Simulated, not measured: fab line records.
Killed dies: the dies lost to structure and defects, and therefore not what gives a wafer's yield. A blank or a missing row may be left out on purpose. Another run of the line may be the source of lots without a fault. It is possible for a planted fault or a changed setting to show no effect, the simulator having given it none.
fab line records	flow n5-finfet	part 1 of 2: steps 1 to 20 of 28
[record] lots = 5	wafers = 15	last-day = 16
route steps=1938 shown BEOL_M14@1723
lots untouched by any fault: they come from a run of this same line in which no faults occurred
start-h: the number of hours between the record's first day and the start of the first shown wafer of the lot	wait-h: time in hours since the lot's previous step	" same as the row above	L1.1+2: a row that stands for several wafers	- no value present, or no start provided	* or withheld: withheld	< > ~ a bound
route shown NAME@n: NAME is a module with steps in the file, n the number in the route of the first one	usual: mean and standard deviation over wafers with no fault	same: alike in all rows	chamber/n: place in a boat	sites: per-site readings	_std_site: the standard deviation of these	_edge_site: the outer-site mean with the inner-site mean subtracted	radius-mm: how far each site lies from the wafer's centre	mask NAME#n: copy n	behind: the most recent tool/chamber to have shaped the wafer	hold: why the lot went on hold/how many hours it stayed there/how the hold came to an end	device: the transistor (n, p or np) that didn't switch	end of line: tests run on the same wafers once the route is complete	a step without rows: its recipe alone	killed: dies that structure and defects cost at the first sort, which is not the same as the wafer's yield	map: the dies of a wafer, with x for killed, . for not killed, _ for no die there
set.NAME: the setting that was run; set.NAME@STEP: the one run at that earlier step	model.NAME: the simulator's own value behind a step, which no gauge read
certain route steps with their lots: each step a table, each wafer a row
services: the hour from which a tool's chamber was out of use, counted from the record's first day as start-h (under 0 if before that day), plus the number of hours and why
[[steps]]
[step N5_BEOL_M14_PEB_08]
[recipe] peb-temp-c = 130	peb-time-s = 90
[usual] exhaust-pa = 45.0/0.86
lot.wafer	tool	chamber	start-h	wait-h	exhaust-pa
L080.1	litho-track-05	0	276.92	0.1	44.9
L080.4	"	0	"	"	44.6
L080.5	"	0	"	"	45.0
L081.2	litho-track-05	0	280.20	0.0	43.0
L081.3	"	0	"	"	44.5
L081.6	"	0	"	"	44.5
L085.1	litho-track-02	0	318.06	0.1	45.5
L085.4	"	0	"	"	44.3
L085.5	"	0	"	"	43.8
L091.1	litho-track-04	0	336.72	0.1	44.3
L091.3	"	0	"	"	44.6
L091.4	"	0	"	"	46.0
L093.1	litho-track-02	0	361.63	0.1	44.9
L093.4	"	0	"	"	44.2
L093.5	"	0	"	"	43.5
[step N5_BEOL_M14_DEVELOP_09]
[recipe] develop-time-s = 45	rinse-liquid = diw	dry = air-spin	dev-temp-c = 21
[usual] exhaust-pa = 45.3/0.89
lot.wafer	tool	chamber	start-h	wait-h	exhaust-pa
L080.1	litho-track-05	0	-	-	44.2
L080.4	"	0	"	"	44.3
L080.5	"	0	"	"	44.5
L081.2	litho-track-05	0	-	-	45.6
L081.3	"	0	"	"	46.1
L081.6	"	0	"	"	45.8
L085.1	litho-track-02	0	-	-	44.4
L085.4	"	0	"	"	45.0
L085.5	"	0	"	"	45.8
L091.1	litho-track-04	0	-	-	45.9
L091.3	"	0	"	"	45.3
L091.4	"	0	"	"	45.0
L093.1	litho-track-02	0	-	-	43.5
L093.4	"	0	"	"	44.5
L093.5	"	0	"	"	42.6
[step N5_BEOL_M14_HARDBAKE_14]
[recipe] temp-c = 130	time-s = 120
[usual] exhaust-pa = 45.0/0.84
lot.wafer	tool	chamber	start-h	wait-h	exhaust-pa
L080.1	litho-track-05	0	-	-	43.9
L080.4	"	0	"	"	44.0
L080.5	"	0	"	"	44.8
L081.2	litho-track-05	0	-	-	44.4
L081.3	"	0	"	"	44.3
L081.6	"	0	"	"	44.4
L085.1	litho-track-02	0	-	-	45.4
L085.4	"	0	"	"	44.3
L085.5	"	0	"	"	46.4
L091.1	litho-track-04	0	-	-	44.7
L091.3	"	0	"	"	43.9
L091.4	"	0	"	"	44.3
L093.1	litho-track-02	0	-	-	44.1
L093.4	"	0	"	"	42.6
L093.5	"	0	"	"	44.4
[step N5_BEOL_M14_CD_MEAS_10]
[recipe] target-cd-nm = 250	landing-energy-ev = 500	detector = se-inlens	polarity = opening
[usual] cd-nm = 250.2/1.6
lot.wafer	tool	chamber	start-h	wait-h	cd-nm
L080.1	cd-sem-03	0	277.03	-	249.6
L080.4	"	0	"	"	250.2
L080.5	"	0	"	"	247.8
L081.2	cd-sem-01	0	280.32	-	249.4
L081.3	"	0	"	"	249.0
L081.6	"	0	"	"	249.8
L085.1	cd-sem-03	0	318.17	-	253.5
L085.4	"	0	"	"	251.7
L085.5	"	0	"	"	252.4
L091.1	cd-sem-02	0	336.84	-	251.1
L091.3	"	0	"	"	248.6
L091.4	"	0	"	"	249.7
L093.1	cd-sem-02	0	361.75	-	250.8
L093.4	"	0	"	"	251.1
L093.5	"	0	"	"	249.4
[step N5_BEOL_M14_OVL_MEAS_11]
[recipe] points-per-wafer = 44
[usual] V13_OVL = -2/5.8
lot.wafer	tool	chamber	start-h	wait-h	V13_OVL[nm]
L080.1	overlay-01	0	277.06	0.0	-13
L080.4	"	0	"	"	-1
L080.5	"	0	"	"	-7
L081.2	overlay-02	0	280.35	0.0	-6
L081.3	"	0	"	"	7
L081.6	"	0	"	"	5
L085.1	overlay-01	0	318.20	0.0	-8
L085.4	"	0	"	"	2
L085.5	"	0	"	"	-9
L091.1	overlay-02	0	336.87	0.0	3
L091.3	"	0	"	"	-3
L091.4	"	0	"	"	4
L093.1	overlay-02	0	361.78	0.0	-8
L093.4	"	0	"	"	3
L093.5	"	0	"	"	-14
[step N5_BEOL_M14_INSPECT_12]
[recipe] mode = adi	inspect-instrument = macro
[usual] raw-defect-count = 1.8/1.3
lot.wafer	tool	chamber	start-h	wait-h	raw-defect-count
L080.1	defect-inspect-02	-	277.09	0.0	1
L080.4	"	-	"	"	3
L080.5	"	-	"	"	1
L081.2	defect-inspect-02	-	280.37	0.0	5
L081.3	"	-	"	"	3
L081.6	"	-	"	"	2
L085.1	defect-inspect-01	-	318.23	0.0	2
L085.4	"	-	"	"	3
L085.5	"	-	"	"	4
L091.1	defect-inspect-01	-	336.89	0.0	1
L091.3	"	-	"	"	2
L091.4	"	-	"	"	5
L093.1	defect-inspect-02	-	361.80	0.0	0
L093.4	"	-	"	"	1
L093.5	"	-	"	"	2
[step N5_BEOL_M14_DESCUM_15]
[recipe] chemistry = O2	time-s = 7.9	source-power-w = 50	bias-power-w = 20	pressure-mtorr = 20	rf-frequency-hz = 2.712e+07	temp-c = 40	o2-flow-sccm = 225
[usual] drypump-motor-current-A = 5.6/0.5	oes-product-au = 0.82/0.074	rf-vpp-V = 242.7/1.2	showerhead-plenum-p-Torr = 2.08/0.051	temp-c = 39.99/0.12	throttle-valve-pct = 20.49/0.14
lot.wafer	tool	chamber	start-h	wait-h	drypump-motor-current-A	oes-product-au	rf-hours-counter-h	rf-vpp-V	showerhead-plenum-p-Torr	temp-c	throttle-valve-pct
L080.1	rie-diel-05	2	277.15	0.1	4.8	0.71	196	241.3	2.01	39.80	20.73
L080.4	"	0	"	"	5.9	0.83	81	241.0	2.01	39.92	20.42
L080.5	"	2	"	"	4.8	0.71	-	242.3	2.01	39.83	20.71
L081.2	rie-diel-03	2	280.41	0.0	5.8	0.83	81	243.0	2.14	39.90	20.45
L081.3	"	0	"	"	6.3	0.91	39	242.6	2.04	39.95	20.46
L081.6	"	0	"	"	6.3	0.91	-	241.8	2.04	40.14	20.47
L085.1	rie-diel-03	2	318.42	0.2	5.8	0.81	95	243.8	2.13	40.00	20.48
L085.4	"	1	"	"	5.9	0.85	64	240.9	2.04	39.97	20.46
L085.5	"	1	"	"	5.9	0.85	-	243.1	2.04	39.94	20.47
L091.1	rie-diel-06	1	337.05	0.2	5.9	0.90	30	241.9	2.04	39.99	20.50
L091.3	"	2	"	"	4.7	0.85	53	241.9	2.06	40.05	20.62
L091.4	"	3	"	"	4.8	0.96	5	241.8	2.16	39.97	20.43
L093.1	rie-diel-06	3	362.01	0.2	4.8	0.94	15	243.1	2.16	39.75	20.45
L093.4	"	0	"	"	5.2	0.80	104	243.4	2.10	40.09	20.17
L093.5	"	2	"	"	4.7	0.84	-	242.3	2.05	39.83	20.62
[step N5_BEOL_M14_ETCH_59]
[recipe] chemistry = N2/H2	target = BARC	target-depth-a = 890	overetch-a = 267	time-s = 67.9	ion-energy-ev = 200	pressure-mtorr = 30	source-w = 840	bias-w = 150	n2-flow-sccm = 200	h2-flow-sccm = 200
[usual] bias-w = 150.0/0.48	drypump-motor-current-A = 5.6/0.5	n2-flow-sccm = 200.0/0.64	oes-product-au = 0.71/0.06	rf-vpp-V = 523.1/1.8	showerhead-plenum-p-Torr = 2.51/0.071	throttle-valve-pct = 17.91/0.17
lot.wafer	tool	chamber	start-h	wait-h	bias-w	drypump-motor-current-A	n2-flow-sccm	oes-product-au	rf-hours-counter-h	rf-vpp-V	showerhead-plenum-p-Torr	throttle-valve-pct
L080.1	rie-diel-05	2	277.18	0.0	150.4	4.8	200.1	0.61	196	520.5	2.40	18.00
L080.4	"	0	"	"	149.6	5.9	199.1	0.70	81	521.0	2.45	17.79
L080.5	"	2	"	"	150.3	4.8	200.2	0.61	-	520.5	2.40	18.00
L081.2	rie-diel-03	2	280.44	0.0	149.6	5.8	200.3	0.72	81	524.9	2.59	18.02
L081.3	"	0	"	"	150.2	6.3	199.4	0.77	39	522.9	2.49	17.96
L081.6	"	0	"	"	151.0	6.3	200.2	0.77	-	520.8	2.49	17.98
L085.1	rie-diel-03	2	318.46	0.0	150.4	5.8	199.9	0.70	95	524.9	2.59	18.04
L085.4	"	1	"	"	149.8	5.9	199.5	0.71	64	522.6	2.46	17.77
L085.5	"	1	"	"	149.2	5.9	198.6	0.72	-	521.1	2.46	17.76
L091.1	rie-diel-06	1	337.08	0.0	149.9	5.9	200.4	0.77	30	523.7	2.45	17.74
L091.3	"	2	"	"	149.6	4.7	200.3	0.72	53	520.5	2.46	17.76
L091.4	"	3	"	"	149.5	4.9	200.9	0.81	5	524.7	2.60	17.67
L093.1	rie-diel-06	3	362.05	0.0	150.1	4.8	199.4	0.79	15	525.1	2.60	17.69
L093.4	"	0	"	"	150.0	5.3	199.7	0.68	104	523.7	2.57	17.78
L093.5	"	2	"	"	150.0	4.7	200.0	0.72	-	521.4	2.46	17.79
[step N5_BEOL_M14_VIA_ETCH_16]
[recipe] chemistry = C4F8/O2/Ar	target = SiO2	he-inner-torr = 15	he-outer-torr = 30	target-depth-a = 12313	time-s = withheld	ion-energy-ev = 800	pressure-mtorr = 20	source-w = 1905	bias-w = 2040	Ar_flow_sccm = 400	C4F8_flow_sccm = 16	O2_flow_sccm = 12	ends = cleared
[usual] O2_flow_sccm = 12.00/0.037	bias-w = 2040/6	drypump-motor-current-A = 5.6/0.5	oes-product-au = 0.74/0.064	rf-vpp-V = 2218/48	showerhead-plenum-p-Torr = 3.40/0.076	throttle-valve-pct = 30.93/0.21
lot.wafer	tool	chamber	start-h	wait-h	O2_flow_sccm	bias-w	drypump-motor-current-A	oes-product-au	rf-vpp-V	showerhead-plenum-p-Torr	throttle-valve-pct
L080.1	rie-diel-05	2	277.23	0.0	12.04	2046	4.8	0.64	2123	3.28	30.98
L080.4	"	0	"	"	11.99	2048	5.9	0.74	2196	3.35	31.06
L080.5	"	2	"	"	12.00	2037	4.8	0.64	2124	3.28	30.95
L081.2	rie-diel-03	2	280.49	0.0	12.06	2039	5.8	0.76	2269	3.48	30.93
L081.3	"	0	"	"	11.99	2048	6.3	0.80	2260	3.40	31.28
L081.6	"	0	"	"	12.05	2042	6.3	0.81	2261	3.40	31.29
L085.1	rie-diel-03	2	318.51	0.0	11.95	2040	5.8	0.75	2269	3.47	30.97
L085.4	"	1	"	"	12.03	2040	5.9	0.76	2212	3.32	30.65
L085.5	"	1	"	"	12.00	2042	5.8	0.77	2214	3.32	30.67
L091.1	rie-diel-06	1	337.13	0.0	11.97	2042	5.9	0.80	2201	3.38	31.21
L091.3	"	2	"	"	11.93	2036	4.7	0.76	2168	3.33	30.84
L091.4	"	3	"	"	11.98	2052	4.9	0.86	2196	3.56	31.11
L093.1	rie-diel-06	3	362.10	0.0	12.01	2033	4.8	0.83	2194	3.56	31.10
L093.4	"	0	"	"	12.02	2026	5.2	0.73	2159	3.49	30.95
L093.5	"	2	"	"	11.97	2041	4.7	0.75	2170	3.33	30.87
[step N5_BEOL_M14_STRIP_63]
[recipe] chemistry = O2	power-w = 600	temp-c = 60	pressure-mtorr = 30	rf-frequency-hz = 6e+07	bias-power-w = 0	overash-fraction = 0.3	o2-flow-sccm = 225
[usual] drypump-motor-current-A = 5.6/0.5	oes-product-au = 0.82/0.072	rf-vpp-V = 3.8/0.89	showerhead-plenum-p-Torr = 2.08/0.051	temp-c = 59.98/0.11	throttle-valve-pct = 16.70/0.16
lot.wafer	tool	chamber	start-h	wait-h	drypump-motor-current-A	oes-product-au	rf-hours-counter-h	rf-vpp-V	showerhead-plenum-p-Torr	temp-c	throttle-valve-pct
L080.1	rie-diel-05	2	-	-	4.8	0.71	196	2.2	2.01	60.03	16.97
L080.4	"	0	"	"	5.9	0.83	81	4.6	2.02	59.91	16.64
L080.5	"	2	"	"	4.8	0.72	-	5.3	2.01	60.04	16.95
L081.2	rie-diel-03	2	-	-	5.8	0.83	81	2.2	2.14	59.91	16.60
L081.3	"	0	"	"	6.2	0.91	39	2.2	2.04	60.04	16.66
L081.6	"	0	"	"	6.2	0.90	-	4.9	2.04	59.79	16.68
L085.1	rie-diel-03	2	-	-	5.8	0.81	95	3.0	2.14	59.99	16.64
L085.4	"	1	"	"	5.9	0.85	64	4.7	2.04	59.92	16.68
L085.5	"	1	"	"	5.9	0.85	-	4.5	2.04	59.95	16.68
L091.1	rie-diel-06	1	-	-	5.9	0.90	30	3.4	2.05	60.08	16.67
L091.3	"	2	"	"	4.7	0.84	54	2.6	2.06	60.04	16.75
L091.4	"	3	"	"	4.8	0.96	6	5.7	2.16	59.86	16.63
L093.1	rie-diel-06	3	-	-	4.8	0.91	15	2.7	2.16	60.02	16.66
L093.4	"	0	"	"	5.2	0.80	104	2.1	2.10	59.80	16.39
L093.5	"	2	"	"	4.7	0.85	-	2.6	2.06	59.82	16.78
[step N5_BEOL_M14_STRIP_64]
[recipe] chemistry = O2	power-w = 600	temp-c = 60	pressure-mtorr = 30	rf-frequency-hz = 6e+07	bias-power-w = 0	overash-fraction = 0.3	o2-flow-sccm = 225
[usual] drypump-motor-current-A = 5.6/0.5	oes-product-au = 0.82/0.075	rf-vpp-V = 3.7/0.51	showerhead-plenum-p-Torr = 2.08/0.051	temp-c = 60.01/0.12	throttle-valve-pct = 16.70/0.16
lot.wafer	tool	chamber	start-h	wait-h	drypump-motor-current-A	oes-product-au	rf-hours-counter-h	rf-vpp-V	showerhead-plenum-p-Torr	temp-c	throttle-valve-pct
L080.1	rie-diel-05	2	-	-	4.8	0.70	196	4.9	2.01	59.88	16.96
L080.4	"	0	"	"	5.9	0.83	81	3.2	2.01	60.09	16.68
L080.5	"	2	"	"	4.8	0.70	-	4.2	2.01	59.98	16.98
L081.2	rie-diel-03	2	-	-	5.8	0.82	81	3.4	2.14	60.04	16.60
L081.3	"	0	"	"	6.3	0.91	39	3.2	2.04	59.97	16.66
L081.6	"	0	"	"	6.3	0.91	-	2.6	2.04	60.18	16.68
L085.1	rie-diel-03	2	-	-	5.8	0.81	95	3.9	2.14	59.86	16.63
L085.4	"	1	"	"	5.9	0.85	64	4.0	2.04	60.11	16.68
L085.5	"	1	"	"	5.9	0.85	-	3.7	2.04	60.18	16.68
L091.1	rie-diel-06	1	-	-	5.9	0.89	31	3.7	2.05	60.20	16.68
L091.3	"	2	"	"	4.7	0.85	54	3.8	2.06	60.00	16.77
L091.4	"	3	"	"	4.8	0.97	6	3.3	2.17	60.02	16.63
L093.1	rie-diel-06	3	-	-	4.8	0.93	15	3.4	2.16	60.07	16.64
L093.4	"	0	"	"	5.3	0.80	104	4.1	2.10	60.02	16.38
L093.5	"	2	"	"	4.7	0.85	-	3.7	2.06	60.18	16.79
[step N5_BEOL_M14_STRIP_71]
[recipe] chemistry = post-etch-residue-remover	time-s = 60	temp-c = 25	remover-ph = withheld	remover-water-wt-pct = withheld	remover-fluoride-wt-pct = withheld
[usual] temp-c = 25.01/0.11
lot.wafer	tool	chamber	start-h	wait-h	temp-c
L080.1	wet-bench-02	5	277.52	-	25.00
L080.4	"	2	"	"	25.07
L080.5	"	7	"	"	24.98
L081.2	wet-bench-02	7	280.78	-	25.01
L081.3	"	4	"	"	24.96
L081.6	"	5	"	"	24.93
L085.1	wet-bench-03	2	318.80	-	25.01
L085.4	"	4	"	"	25.25
L085.5	"	3	"	"	25.18
L091.1	wet-bench-03	1	337.43	-	25.10
L091.3	"	4	"	"	25.18
L091.4	"	5	"	"	25.07
L093.1	wet-bench-05	0	362.71	-	25.07
L093.4	"	3	"	"	25.02
L093.5	"	7	"	"	25.05
[step N5_BEOL_M14_SRD_72]
[recipe] time-s = 30	temp-c = 23	rinse-liquid = diw	dry = n2-spin	spin-rpm = 1500	dry-time-s = 30
[usual] temp-c = 23.00/0.11
[same] dry-time-s = 30
lot.wafer	tool	chamber	start-h	wait-h	temp-c
L080.1	wet-bench-02	5	277.54	0.0	22.98
L080.4	"	2	"	"	23.05
L080.5	"	7	"	"	22.90
L081.2	wet-bench-02	7	280.80	0.0	22.96
L081.3	"	4	"	"	22.82
L081.6	"	5	"	"	22.90
L085.1	wet-bench-03	2	318.81	0.0	22.96
L085.4	"	4	"	"	22.87
L085.5	"	3	"	"	23.16
L091.1	wet-bench-03	1	337.45	0.0	23.03
L091.3	"	4	"	"	22.91
L091.4	"	5	"	"	22.81
L093.1	wet-bench-05	0	362.73	0.0	22.94
L093.4	"	3	"	"	23.13
L093.5	"	7	"	"	22.82
[step N5_BEOL_M14_CD_MEAS_17]
[recipe] target-cd-nm = 250	polarity = opening
[usual] cd-nm = 251.4/2.2
lot.wafer	tool	chamber	start-h	wait-h	cd-nm
L080.1	cd-sem-01	-	277.58	0.0	251.9
L080.4	"	-	"	"	249.9
L080.5	"	-	"	"	250.2
L081.2	cd-sem-03	-	280.84	0.0	246.9
L081.3	"	-	"	"	250.7
L081.6	"	-	"	"	253.3
L085.1	cd-sem-02	-	318.86	0.0	251.1
L085.4	"	-	"	"	254.1
L085.5	"	-	"	"	253.9
L091.1	cd-sem-01	-	337.49	0.0	252.4
L091.3	"	-	"	"	251.4
L091.4	"	-	"	"	251.7
L093.1	cd-sem-02	-	362.77	0.0	252.2
L093.4	"	-	"	"	253.3
L093.5	"	-	"	"	251.8
[step N5_BEOL_M14_COAT_65]
[recipe] resist = SOC	temp-c = 250	time-s = 60	spin-rpm = 1500	resist-thk-nm = 450
[usual] exhaust-pa = 45.0/0.83
lot.wafer	tool	chamber	start-h	wait-h	exhaust-pa
L080.1	litho-track-05	0	277.62	0.0	46.1
L080.4	"	0	"	"	44.5
L080.5	"	0	"	"	44.9
L081.2	litho-track-05	0	280.88	0.0	45.3
L081.3	"	0	"	"	45.7
L081.6	"	0	"	"	46.2
L085.1	litho-track-02	0	318.89	0.0	45.0
L085.4	"	0	"	"	45.3
L085.5	"	0	"	"	44.8
L091.1	litho-track-04	0	337.52	0.0	43.4
L091.3	"	0	"	"	44.3
L091.4	"	0	"	"	43.4
L093.1	litho-track-04	0	362.80	0.0	45.0
L093.4	"	0	"	"	45.3
L093.5	"	0	"	"	47.1
[step N5_BEOL_M14_COAT_66]
[recipe] resist = SiARC	temp-c = 220	time-s = 60	spin-rpm = 1500	resist-thk-nm = 110
[usual] exhaust-pa = 45.0/0.94
lot.wafer	tool	chamber	start-h	wait-h	exhaust-pa
L080.1	litho-track-05	0	-	-	44.7
L080.4	"	0	"	"	44.5
L080.5	"	0	"	"	45.0
L081.2	litho-track-05	0	-	-	44.7
L081.3	"	0	"	"	44.5
L081.6	"	0	"	"	46.4
L085.1	litho-track-02	0	-	-	44.5
L085.4	"	0	"	"	44.0
L085.5	"	0	"	"	44.8
L091.1	litho-track-04	0	-	-	46.6
L091.3	"	0	"	"	46.1
L091.4	"	0	"	"	45.3
L093.1	litho-track-04	0	-	-	46.1
L093.4	"	0	"	"	44.7
L093.5	"	0	"	"	45.0
[step N5_BEOL_M14_COAT_22]
[recipe] spin-rpm = 2888	resist-thk-nm = 300
[usual] exhaust-pa = 44.9/0.83
lot.wafer	tool	chamber	start-h	wait-h	exhaust-pa
L080.1	litho-track-05	0	-	-	45.6
L080.4	"	0	"	"	46.0
L080.5	"	0	"	"	46.2
L081.2	litho-track-05	0	-	-	43.4
L081.3	"	0	"	"	44.1
L081.6	"	0	"	"	43.7
L085.1	litho-track-02	0	-	-	45.0
L085.4	"	0	"	"	44.5
L085.5	"	0	"	"	44.8
L091.1	litho-track-04	0	-	-	44.6
L091.3	"	0	"	"	44.6
L091.4	"	0	"	"	44.9
L093.1	litho-track-04	0	-	-	44.2
L093.4	"	0	"	"	43.3
L093.5	"	0	"	"	43.8
[step N5_BEOL_M14_EBR_24]
[recipe] solvent = PGMEA	ebr-width-mm = 1.5
[usual] exhaust-pa = 45.1/0.9
lot.wafer	tool	chamber	start-h	wait-h	exhaust-pa
L080.1	litho-track-05	0	-	-	45.3
L080.4	"	0	"	"	46.2
L080.5	"	0	"	"	44.9
L081.2	litho-track-05	0	-	-	45.3
L081.3	"	0	"	"	45.2
L081.6	"	0	"	"	45.3
L085.1	litho-track-02	0	-	-	43.2
L085.4	"	0	"	"	43.0
L085.5	"	0	"	"	44.2
L091.1	litho-track-04	0	-	-	45.1
L091.3	"	0	"	"	45.0
L091.4	"	0	"	"	44.1
L093.1	litho-track-04	0	-	-	46.3
L093.4	"	0	"	"	45.4
L093.5	"	0	"	"	46.4
[step N5_BEOL_M14_SOFTBAKE_23]
[recipe] temp-c = 130	time-s = 60
[usual] exhaust-pa = 44.9/0.85
lot.wafer	tool	chamber	start-h	wait-h	exhaust-pa
L080.1	litho-track-05	0	-	-	44.5
L080.4	"	0	"	"	44.6
L080.5	"	0	"	"	43.3
L081.2	litho-track-05	0	-	-	44.7
L081.3	"	0	"	"	45.4
L081.6	"	0	"	"	44.9
L085.1	litho-track-02	0	-	-	45.3
L085.4	"	0	"	"	45.4
L085.5	"	0	"	"	45.6
L091.1	litho-track-04	0	-	-	45.1
L091.3	"	0	"	"	46.4
L091.4	"	0	"	"	45.0
L093.1	litho-track-04	0	-	-	44.6
L093.4	"	0	"	"	45.1
L093.5	"	0	"	"	44.4
[step N5_BEOL_M14_EXPOSE_25]
[recipe] mask-id = M14	na = 0.8	source-shape = annular	sigma-inner = 0.5	sigma-outer = 0.8	polarization = unpolarized	target-cd-nm = 280	dose-mj = 26.6
[usual] exposure-dose-mJ-cm2 = 26.565/0.025
[same] na = 0.8	sigma-inner = 0.5
lot.wafer	tool	chamber	start-h	wait-h	mask	exposure-dose-mJ-cm2
L080.1	krf-scanner-01	0	277.74	-	M14#0	26.607
L080.4	"	0	"	"	M14#0	26.536
L080.5	"	0	"	"	M14#0	26.566
L081.2	krf-scanner-02	0	281.13	-	M14#0	26.543
L081.3	"	0	"	"	M14#0	26.549
L081.6	"	0	"	"	M14#0	26.543
L085.1	krf-scanner-02	0	319.01	-	M14#0	26.569
L085.4	"	0	"	"	M14#0	26.579
L085.5	"	0	"	"	M14#0	26.583
L091.1	krf-scanner-02	0	337.64	-	M14#0	26.539
L091.3	"	0	"	"	M14#0	26.572
L091.4	"	0	"	"	M14#0	26.552
L093.1	krf-scanner-01	0	362.92	-	M14#0	26.534
L093.4	"	0	"	"	M14#0	26.523
L093.5	"	0	"	"	M14#0	26.535
